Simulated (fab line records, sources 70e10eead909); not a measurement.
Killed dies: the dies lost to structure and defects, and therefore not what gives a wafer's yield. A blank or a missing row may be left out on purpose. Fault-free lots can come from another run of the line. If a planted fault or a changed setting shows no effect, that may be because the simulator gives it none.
fab line records    flow nandHarc
record lots=12  wafers=36  lastDay=24
route steps=1159 shown P_BONDPAD@377 A_BONDPAD@1076 THIN_TSV@1103 END@1159
lots with no fault: from the same line, run without faults
startH: hours from the record's first day to the start of the lot's first wafer shown    waitH: how many hours have passed since the lot's step before this one    " the same as in the row above    L1.1+2: a single row standing in for several wafers    - no value, or no start given    * or withheld: withheld    < > ~ a bound
route shown NAME@n: NAME is a module with steps in the file, n the number in the route of the first one    usual: mean/standard deviation of fault-free wafers    same: alike in all rows    chamber/n: place in a boat    sites: each site's reading    _std_site: the standard deviation of these    _edge_site: mean of outer sites minus mean of inner sites    radiusMm: for every site, how far away it sits from the centre of the wafer    mask NAME#n: copy n    behind: tool/chamber where the wafer was last shaped    hold: what put the lot on hold/how long, in hours/how the hold closed    device: names the non-switching transistor (n, p or np)    end of line: the tests these same wafers got at the end of their route    a step with no rows: only its recipe    killed: dies that structure and defects cost at the first sort, which is not the same as the wafer's yield    map: dies across one wafer; x = killed, . = not, _ = none there
set.NAME: setting as actually run; set.NAME@STEP: the setting as run at that earlier step    model.NAME: the simulator's own value behind a step, which no gauge read
a sample of lots followed through the steps of the route, with each step as a table and each wafer as a row
services: a tool's chamber out of use, with start hour (startH, from the record's first day; less than 0 if before it), hours out, and reason
## steps
# step NHARC_P_BONDPAD_PVD_27
# recipe targetThkA=300  chamberPressurePa=5  powerW=5000  substrateTempC=30  timeS=20.49  material=Cu
# usual throttleValvePct=30.6/1.2
lot.wafer  tool           chamber  startH  waitH  throttleValvePct
L932.4     pvdSputter-03  -        133.21  -      30.3
L932.1     "              -        "       "      30.8
L932.6     "              -        "       "      30.5
L933.4     pvdSputter-03  -        146.38  -      30.2
L933.6     "              -        "       "      30.7
L933.5     "              -        "       "      31.7
L935.3     pvdSputter-03  -        147.93  -      30.8
L935.1     "              -        "       "      32.5
L935.6     "              -        "       "      31.6
L946.4     pvdSputter-02  -        208.55  -      30.0
L946.1     "              -        "       "      27.7
L946.5     "              -        "       "      29.9
L945.2     pvdSputter-01  -        209.14  -      30.9
L945.3     "              -        "       "      28.5
L945.6     "              -        "       "      30.7
L947.4     pvdSputter-03  -        224.64  -      30.6
L947.2     "              -        "       "      31.0
L947.5     "              -        "       "      30.4
L948.1     pvdSputter-03  -        225.81  -      31.7
L948.4     "              -        "       "      32.4
L948.6     "              -        "       "      30.4
L950.4     pvdSputter-01  -        235.43  -      30.7
L950.1     "              -        "       "      28.3
L950.6     "              -        "       "      30.9
L949.3     pvdSputter-03  -        236.12  -      31.5
L949.1     "              -        "       "      30.5
L949.6     "              -        "       "      31.4
L952.3     pvdSputter-01  -        250.77  -      31.4
L952.6     "              -        "       "      31.3
L952.5     "              -        "       "      29.3
L953.2     pvdSputter-02  -        256.06  -      30.8
L953.3     "              -        "       "      28.4
L953.5     "              -        "       "      30.7
L954.2     pvdSputter-03  -        261.30  -      30.4
L954.4     "              -        "       "      31.0
L954.1     "              -        "       "      31.4
# step NHARC_A_BONDPAD_ETCH_34
# recipe targetDepthA=600  overetchA=180  timeS=65.91  ionEnergyEv=200  n2FlowSccm=150  h2FlowSccm=150  arFlowSccm=0  rfW=400  biasW=150  chemistry=N2/H2
# usual chamberPressureMTorr=30.001/0.029  drypumpMotorCurrentA=5.9/0.4  mfcArSccm=0.010/0.015  oesProductAu=1.001/0.0064  rfVppV=431.1/1.9  showerheadPlenumPTorr=2.06/0.06  throttleValvePct=14.171/0.0087
lot.wafer  tool        chamber  startH  waitH  chamberPressureMTorr  drypumpMotorCurrentA  mfcArSccm  oesProductAu  rfHoursCounterH  rfVppV  showerheadPlenumPTorr  throttleValvePct
L932.1     rieDiel-12  0        410.04  0.1    30.034                6.3                   0          1.008         0                434.7   2.17                   14.175
L932.4     "           1        "       "      30.028                5.6                   0.003      0.985         0                430.7   2.05                   14.156
L932.6     "           0        "       "      29.971                6.3                   0          1.000         -                435.0   2.17                   14.190
L935.3     rieDiel-12  2        419.95  0.1    29.970                6.4                   0.036      1.001         1                430.7   2.04                   14.159
L935.6     "           3        "       "      30.001                5.5                   0          1.008         -                431.9   2.04                   14.171
L933.4     rieDiel-12  3        422.08  0.1    30.045                5.5                   0          1.010         1                431.2   2.04                   14.178
L933.5     "           2        "       "      29.998                6.4                   0.036      1.002         -                431.2   2.04                   14.179
L933.6     "           3        "       "      29.965                5.5                   0          1.003         -                430.6   2.04                   14.175
L946.4     rieDiel-12  0        478.42  0.1    30.069                6.3                   0          1.003         3                433.8   2.17                   14.171
L946.1     "           2        "       "      30.001                6.4                   0.036      1.005         3                432.4   2.04                   14.168
L946.5     "           0        "       "      29.968                6.3                   0          1.005         -                433.4   2.17                   14.174
L945.3     rieDiel-09  1        487.11  0.1    29.982                6.0                   0.029      0.990         9                429.1   1.96                   14.162
L945.2     "           3        "       "      30.006                6.3                   0          0.992         9                429.9   1.99                   14.181
L945.6     "           0        "       "      30.022                5.4                   0          0.995         -                432.2   2.10                   14.166
L948.1     rieDiel-12  2        493.74  0.1    30.000                6.4                   0.036      0.990         4                431.5   2.04                   14.177
L948.4     "           3        "       "      30.023                5.5                   0          0.997         4                431.7   2.04                   14.161
L948.6     "           1        "       "      30.043                5.6                   0.003      1.000         -                429.4   2.04                   14.157
L947.2     rieDiel-12  3        494.50  0.1    29.950                5.5                   0          1.001         4                431.0   2.04                   14.165
L947.4     "           0        "       "      29.983                6.3                   0          1.001         4                435.4   2.17                   14.169
L947.5     "           3        "       "      30.049                5.5                   0          1.003         -                430.1   2.04                   14.184
L949.1     rieDiel-12  1        508.96  0.1    30.002                5.6                   0.003      1.005         4                431.1   2.04                   14.178
L949.3     "           3        "       "      30.030                5.5                   0          0.998         5                431.2   2.04                   14.169
L949.6     "           3        "       "      29.991                5.5                   0          1.007         -                431.3   2.04                   14.171
L950.1     rieDiel-12  2        514.10  0.1    29.963                6.4                   0.036      1.006         5                429.6   2.04                   14.183
L950.4     "           1        "       "      30.005                5.6                   0.003      0.998         5                431.2   2.04                   14.174
L950.6     "           3        "       "      29.973                5.5                   0          0.999         -                430.8   2.04                   14.176
L953.3     rieDiel-12  1        532.72  0.1    30.019                5.6                   0.003      1.001         5                431.1   2.04                   14.178
L953.2     "           2        "       "      30.019                6.4                   0.036      1.002         5                430.2   2.04                   14.172
L953.5     "           3        "       "      29.997                5.5                   0          0.998         -                431.0   2.04                   14.168
L952.3     rieDiel-09  1        533.45  0.1    30.040                6.0                   0.029      0.983         20               426.0   1.95                   14.183
L952.6     "           3        "       "      29.984                6.3                   0          0.996         -                426.9   1.99                   14.179
L952.5     "           0        "       "      30.035                5.4                   0          0.990         -                432.6   2.10                   14.182
L954.1     rieDiel-12  1        536.30  0.1    29.989                5.6                   0.003      1.009         6                431.4   2.04                   14.163
L954.4     "           3        "       "      30.024                5.5                   0          1.002         6                433.0   2.04                   14.176
L954.2     "           0        "       "      30.036                6.3                   0          1.002         6                434.3   2.17                   14.190
# step NHARC_A_BONDPAD_INSPECT_23
# usual rawDefectCount=501/150
lot.wafer  tool              chamber  startH  waitH  rawDefectCount
L932.1     defectInspect-01  -        412.64  0.0    513
L932.4     "                 -        "       "      702
L932.6     "                 -        "       "      495
L935.3     defectInspect-02  -        422.56  0.1    427
L935.6     "                 -        "       "      686
L933.4     defectInspect-02  -        424.58  0.0    455
L933.5     "                 -        "       "      464
L933.6     "                 -        "       "      431
L946.1     defectInspect-02  -        480.93  0.0    318
L946.4     "                 -        "       "      391
L946.5     "                 -        "       "      457
L945.2     defectInspect-02  -        489.63  0.0    655
L945.3     "                 -        "       "      739
L945.6     "                 -        "       "      523
L948.1     defectInspect-01  -        496.24  0.0    542
L948.4     "                 -        "       "      496
L948.6     "                 -        "       "      441
L947.2     defectInspect-02  -        497.03  0.0    458
L947.4     "                 -        "       "      413
L947.5     "                 -        "       "      469
L949.1     defectInspect-01  -        511.51  0.0    398
L949.3     "                 -        "       "      413
L949.6     "                 -        "       "      457
L950.1     defectInspect-02  -        516.92  0.1    463
L950.4     "                 -        "       "      453
L950.6     "                 -        "       "      365
L953.2     defectInspect-01  -        535.18  0.0    327
L953.3     "                 -        "       "      466
L953.5     "                 -        "       "      335
L952.3     defectInspect-02  -        536.01  0.0    398
L952.5     "                 -        "       "      423
L952.6     "                 -        "       "      520
L954.1     defectInspect-01  -        538.80  0.1    388
L954.2     "                 -        "       "      342
L954.4     "                 -        "       "      281
# step NHARC_THIN_TSV_THK_MEAS_02
# recipe thkMeasGauge=ir
# usual thkNm=3004/240
lot.wafer  tool          chamber  startH  waitH  thkNm
L932.1     filmMetro-02  -        424.20  0.2    3409
L932.4     "             -        "       "      2910
L932.6     "             -        "       "      3117
L935.3     filmMetro-02  -        435.82  0.2    3425
L935.6     "             -        "       "      2958
L933.4     filmMetro-01  -        438.25  -      2811
L933.5     "             -        "       "      2867
L933.6     "             -        "       "      2599
L946.1     filmMetro-01  -        493.01  -      3433
L946.4     "             -        "       "      3222
L946.5     "             -        "       "      3148
L945.2     filmMetro-01  -        502.23  -      2830
L945.3     "             -        "       "      3036
L945.6     "             -        "       "      3163
L948.1     filmMetro-01  -        507.71  -      2892
L948.4     "             -        "       "      3129
L948.6     "             -        "       "      3057
L947.2     filmMetro-02  -        508.88  -      3318
L947.4     "             -        "       "      3147
L947.5     "             -        "       "      3088
L949.1     filmMetro-01  -        524.76  -      2926
L949.3     "             -        "       "      2744
L949.6     "             -        "       "      3060
L950.1     filmMetro-01  -        525.98  -      3163
L950.4     "             -        "       "      3257
L950.6     "             -        "       "      2993
L953.2     filmMetro-02  -        549.91  -      2455
L953.3     "             -        "       "      2540
L953.5     "             -        "       "      2675
L952.3     filmMetro-02  -        551.11  -      2997
L952.5     "             -        "       "      3077
L952.6     "             -        "       "      2822
L954.1     filmMetro-01  -        552.31  -      2990
L954.2     "             -        "       "      3059
L954.4     "             -        "       "      2849
# step NHARC_END_SORT_01
# recipe tempC=25
# usual defectLimitedYield=95.7/1.5  killedAtArray=26/9.9  killedAtOther=0.8/1  killedAtPeriphery=2.8/2.2  killedDies=29/9.9  killedOpen=3.2/1.8  killedShort=2.1/1.4  sort_bin_2_pct=1.3/0.54  sort_bin_3_pct=0.23/0.2  sort_bin_4_pct=2.8/1  sortNPass=648/9.9  sortRimYieldPct=95/3.5  sortYieldPct=95.7/1.5
# same grossDies=677  sort_bin_5_pct[%]=0  sort_bin_6_pct[%]=0  sort_bin_7_pct[%]=0  sort_bin_8_pct[%]=0  sortRimNGross=106.00
lot.wafer  tool       chamber  startH  waitH  defectLimitedYield[%]  killedAtArray  killedAtOther  killedAtPeriphery  killedDies  killedOpen  killedShort  sort_bin_2_pct[%]  sort_bin_3_pct[%]  sort_bin_4_pct[%]  sortNPass  sortRimYieldPct[%]  sortYieldPct[%]
L935.1     prober-01  0        451.70  2.5    0                      9              0              668                677         0           3            99.1               0.15               0.7                0          0                   0
L935.3     prober-01  0        453.34  3.1    98.5                   10             0              0                  10          1           1            0.4                0.30               0.7                667        100                 98.5
L935.6     prober-01  0        455.79  4.1    97.8                   13             0              2                  15          4           3            0.9                0                  1.3                662        99                  97.8
L946.1     prober-01  0        512.10  2.5    98.1                   12             0              1                  13          2           2            1.0                0.15               0.7                664        97                  98.1
L946.4     prober-01  0        514.50  3.4    96.8                   21             0              1                  22          6           4            0.6                0.15               2.5                655        96                  96.8
L946.5     prober-01  0        515.30  3.7    96.8                   19             0              3                  22          6           7            1.0                0.15               2.1                655        99                  96.8
L945.2     prober-01  0        520.74  2.8    94.2                   35             1              3                  39          4           3            1.6                0.30               3.8                638        94                  94.2
L945.3     prober-01  0        521.54  3.1    94.4                   36             0              2                  38          2           1            1.3                0.59               3.7                639        93                  94.4
L945.6     prober-01  0        523.94  4.0    94.5                   35             0              2                  37          4           1            1.8                0.30               3.4                640        92                  94.5
L948.1     prober-01  0        527.72  2.5    94.8                   33             0              2                  35          6           3            1.3                0.30               3.5                642        91                  94.8
L948.4     prober-01  0        530.10  3.4    96.0                   26             0              1                  27          1           3            1.5                0.15               2.4                650        94                  96.0
L948.6     prober-01  0        531.70  4.0    95.0                   33             0              1                  34          5           2            1.8                0.15               3.1                643        93                  95.0
L950.1     prober-02  0        540.66  2.5    94.8                   29             2              4                  35          4           2            2.2                0.44               2.5                642        95                  94.8
L950.4     prober-02  0        543.09  3.4    97.5                   12             2              3                  17          2           2            1.0                0.15               1.3                660        97                  97.5
L950.6     prober-02  0        544.71  4.1    97.5                   15             1              1                  17          0           2            0.7                0                  1.8                660        93                  97.5
# killed by level:class
L935.1 P_BONDPAD:areaPvd=667 A_CONTACT:chamberFilmFlake=3 A_CHANNEL_HOLE_D1:chamberFilmFlake=2 P_GATE:geometricParticle:short=1 A_ONON_D1:geometricParticle:short=1 A_CHANNEL_FILL_D1:geometricParticle:short=1 A_SLIT:chamberFilmFlake=1 A_WL_FILL:chamberFilmFlake=1
L935.3 A_CHANNEL_HOLE_D1:chamberFilmFlake=2 A_CHANNEL_FILL_D1:chamberFilmFlake=2 A_CONTACT:chamberFilmFlake=2 A_WL_FILL:geometricParticle:short=1 A_CONTACT:geometricParticle:open=1 A_SLIT:chamberFilmFlake=1 A_WL_FILL:chamberFilmFlake=1
L935.6 P_M0:geometricParticle:open=2 A_CHANNEL_HOLE_D1:chamberFilmFlake=2 A_CONTACT:chamberFilmFlake=2 A_SOURCE_PLATE:geometricParticle:short=1 A_CHANNEL_FILL_D1:geometricParticle:open=1 A_CHANNEL_FILL_D1:geometricParticle:short=1 A_M1:geometricParticle:open=1 A_M1:geometricParticle:short=1
L946.1 A_CHANNEL_HOLE_D1:chamberFilmFlake=4 A_WL_FILL:chamberFilmFlake=2 P_M0:geometricParticle:open=1 A_ONON_D1:geometricParticle:short=1 A_SGD_CUT:geometricParticle:open=1 A_WL_FILL:geometricParticle:short=1 A_CHANNEL_FILL_D1:chamberFilmFlake=1 A_STAIRCASE:chamberFilmFlake=1
L946.4 A_CHANNEL_HOLE_D1:chamberFilmFlake=4 A_CONTACT:chamberFilmFlake=4 A_CHANNEL_FILL_D1:geometricParticle:open=3 A_WL_FILL:geometricParticle:open=2 A_STAIRCASE:chamberFilmFlake=2 P_M1:geometricParticle:short=1 A_ONON_D1:geometricParticle:short=1 A_CHANNEL_FILL_D1:geometricParticle:short=1
L946.5 A_CONTACT:chamberFilmFlake=3 P_GATE:geometricParticle:open=2 A_CHANNEL_FILL_D1:geometricParticle:short=2 A_SGD_CUT:geometricParticle:short=2 A_WL_FILL:geometricParticle:short=2 A_CONTACT:geometricParticle:open=2 A_CHANNEL_HOLE_D1:chamberFilmFlake=2 P_M0:geometricParticle:open=1
L945.2 A_CHANNEL_HOLE_D1:chamberFilmFlake=17 A_STAIRCASE:chamberFilmFlake=10 A_CONTACT:chamberFilmFlake=3 A_SGD_CUT:geometricParticle:short=2 P_M0:geometricParticle:open=1 A_SOURCE_PLATE:geometricParticle:short=1 A_CHANNEL_FILL_D1:geometricParticle:open=1 A_WL_FILL:geometricParticle:open=1
L945.3 A_CHANNEL_HOLE_D1:chamberFilmFlake=17 A_STAIRCASE:chamberFilmFlake=12 A_CONTACT:chamberFilmFlake=4 P_M1:geometricParticle:open=1 A_WL_FILL:geometricParticle:short=1 A_CONTACT:geometricParticle:open=1 P_GATE:chamberFilmFlake=1 A_WL_FILL:chamberFilmFlake=1
L945.6 A_CHANNEL_HOLE_D1:chamberFilmFlake=19 A_CONTACT:chamberFilmFlake=6 A_STAIRCASE:chamberFilmFlake=5 P_GATE:chamberFilmFlake=2 A_ONON_D1:geometricParticle:open=1 A_CHANNEL_FILL_D1:geometricParticle:open=1 A_WL_FILL:geometricParticle:short=1 A_CONTACT:geometricParticle:open=1
L948.1 A_CHANNEL_HOLE_D1:chamberFilmFlake=14 A_STAIRCASE:chamberFilmFlake=8 A_CHANNEL_FILL_D1:geometricParticle:open=2 A_CONTACT:geometricParticle:open=2 A_CONTACT:chamberFilmFlake=2 P_M0:geometricParticle:open=1 A_ONON_D1:geometricParticle:open=1 A_CHANNEL_HOLE_D1:geometricParticle:short=1
L948.4 A_CHANNEL_HOLE_D1:chamberFilmFlake=15 A_CONTACT:chamberFilmFlake=4 A_STAIRCASE:chamberFilmFlake=2 A_WL_FILL:chamberFilmFlake=2 P_M0:geometricParticle:open=1 A_ONON_D1:geometricParticle:short=1 A_SGD_CUT:geometricParticle:short=1 A_BLC:geometricParticle:short=1
L948.6 A_CHANNEL_HOLE_D1:chamberFilmFlake=17 A_STAIRCASE:chamberFilmFlake=7 A_WL_FILL:chamberFilmFlake=2 P_M0:geometricParticle:open=1 A_ONON_D1:geometricParticle:short=1 A_SGD_CUT:geometricParticle:short=1 A_WL_FILL:geometricParticle:open=1 A_CONTACT:geometricParticle:open=1
L950.1 A_CHANNEL_HOLE_D1:chamberFilmFlake=12 A_CONTACT:chamberFilmFlake=11 P_STI:chamberFilmFlake=2 A_M1:chamberFilmFlake=2 P_M0:geometricParticle:open=1 P_M0:geometricParticle:short=1 A_STAIRCASE:geometricParticle:open=1 A_STAIRCASE:geometricParticle:short=1
L950.4 A_CONTACT:chamberFilmFlake=4 P_STI:chamberFilmFlake=2 A_CHANNEL_HOLE_D1:chamberFilmFlake=2 A_M1:chamberFilmFlake=2 THIN_TSV:chamberFilmFlake=2 A_ONON_D1:geometricParticle:short=1 A_WL_FILL:geometricParticle:short=1 A_WL_FILL:geometricParticle:open=1
L950.6 A_CHANNEL_HOLE_D1:chamberFilmFlake=6 A_CONTACT:chamberFilmFlake=5 A_STAIRCASE:chamberFilmFlake=2 A_ONON_D1:geometricParticle:short=1 A_CONTACT:geometricParticle:short=1 P_GATE:chamberFilmFlake=1 THIN_TSV:chamberFilmFlake=1
## services
tool           chamber  startH  hours  kind
rieDiel-12     -        149.33  0.8    repair
pvdSputter-02  -        156.62  3.6    repair
pvdSputter-01  -        162.10  10.0   pm
rieDiel-12     3        178.82  2.8    repair
pvdSputter-01  -        180.76  0.5    repair
rieDiel-12     -        202.40  9.0    pm
rieDiel-12     3        250.63  1.8    repair
rieDiel-12     1        271.24  2.0    repair
pvdSputter-03  -        280.00  10.0   pm
rieDiel-12     3        299.50  2.8    repair
rieDiel-12     1        311.33  6.4    repair
pvdSputter-01  -        340.10  10.0   pm
pvdSputter-01  -        376.08  1.0    repair
rieDiel-12     -        379.40  9.0    pm
pvdSputter-03  -        388.46  0.5    repair
pvdSputter-03  -        391.83  12.8   repair
pvdSputter-03  -        406.45  8.6    repair
pvdSputter-01  -        435.69  2.1    repair
pvdSputter-03  -        458.00  10.0   pm
pvdSputter-03  -        471.96  0.8    repair
pvdSputter-01  -        498.02  3.1    repair
pvdSputter-03  -        507.90  2.0    repair
pvdSputter-01  -        518.10  10.0   pm
pvdSputter-03  -        522.58  3.6    repair
## key
firstSign step=NHARC_END_SORT_01  reading=killedAtPeriphery  direction=up  sigmas=99+  usual=2.8  struck=668
effect step=NHARC_END_SORT_01  reading=sort_bin_2_pct  direction=up  sigmas=99+  usual=1.3  struck=99.1
moreKillsBornAt NHARC_P_BONDPAD_PVD_27@pvdSputter-03=667
metAt NHARC_P_BONDPAD_PVD_27
struckLots L935
struckWafers L935.1
laterRowsLeftOut L935.1
notActingAt NHARC_A_BONDPAD_ETCH_34,NHARC_A_BONDPAD_INSPECT_23,NHARC_THIN_TSV_THK_MEAS_02
onsetBetween 146.38 147.93
fault kind=processParameterDrift  tool=pvdSputter-03  chamber=-  onsetH=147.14  steps=NHARC_P_BONDPAD_PVD_27  channel=targetThkA  offset=*  shape=step  endH=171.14  scope=struckWafersOnly  actsIn=*  stated=*
# laterRowsLeftOut: the simulator's readings of these wafers behind a module that went badly wrong aren't trusted and aren't shown, but for the sort
